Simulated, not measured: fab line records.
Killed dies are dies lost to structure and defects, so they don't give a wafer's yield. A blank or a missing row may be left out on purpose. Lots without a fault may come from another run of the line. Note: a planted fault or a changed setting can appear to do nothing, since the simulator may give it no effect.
Matching of chambers ; flow n5 finfet ; 4 sister chambers for N5_HKMG_FIN_ETCH_54 on rie diel-05
The step etches SiARC in CF4, target depth 45.5 nm, time 75.8 s. 16 wafers are shown with their chamber, then 8 later ones without.

WAFERS PAIRED WITH THEIR CHAMBERS
wafer;chamber;etch rf on time s (s);throttle valve pct (%);rf vpp V (V)
L075.1;3;73.3;15.69;184.1
L075.4;0;73.3;15.17;185.4
L075.5;3;73.8;15.72;182.3
L076.2;0;73.3;15.19;184.8
L076.5;3;73.6;15.72;182.5
L076.6;2;77.6;15.34;185.2
L080.2;0;73.1;15.21;186.6
L080.4;0;73.6;15.18;187.2
L080.5;1;78.2;16.00;183.4
L084.1;0;73.9;15.24;185.9
L084.3;2;76.8;15.38;185.0
L084.5;3;73.5;15.26;186.3
L085.2;2;77.8;15.38;184.3
L085.3;3;73.9;15.27;185.4
L085.6;2;77.9;15.41;184.3
L091.3;1;74.6;15.57;185.0

SIGNATURES, as means of the wafers listed above
reading;chamber 0;chamber 1;chamber 2;chamber 3;scatter within a chamber
etch rf on time s;73.440;76.400;77.525;73.620;0.809
throttle valve pct;15.1980;15.7850;15.3775;15.5320;0.167
rf vpp V;185.980;184.200;184.700;184.120;1.22
Rule: a wafer's distance from a chamber is the root of the sum, over the readings, of the square of ((its reading less the chamber's mean) divided by the reading's scatter). The wafer belongs to the nearest chamber; if the next one is less than 2 further off, it can't be placed. The scatter is the square root of a quotient: the sum, over the shown wafers, of each reading's squared deviation from its chamber's mean, divided by wafers minus chambers.

WAFERS MISSING THEIR CHAMBER
wafer;etch rf on time s (s);throttle valve pct (%);rf vpp V (V)
L091.4;76.8;15.41;184.0
L091.6;73.8;15.23;187.2
L092.3;77.7;15.43;185.0
L092.5;73.7;15.28;185.2
L092.6;73.7;15.23;187.1
L097.2;74.1;15.61;187.2
L097.3;74.1;15.32;185.9
L097.6;77.6;15.44;182.9

WHICH CHAMBER EACH ONE RAN IN
wafer;from the rows above;in truth
L091.4;can't be placed: 2 or 1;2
L091.6;can't be placed: 0 or 3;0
L092.3;2;2
L092.5;can't be placed: 0 or 3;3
L092.6;0;0
L097.2;can't be placed: 3 or 0 or 1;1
L097.3;can't be placed: 0 or 3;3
L097.6;can't be placed: 2 or 1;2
Correctly placed: 2 of 8. Can't be placed from these rows: 6 (the true chamber is among the candidates in 6). 0 placed wrongly.
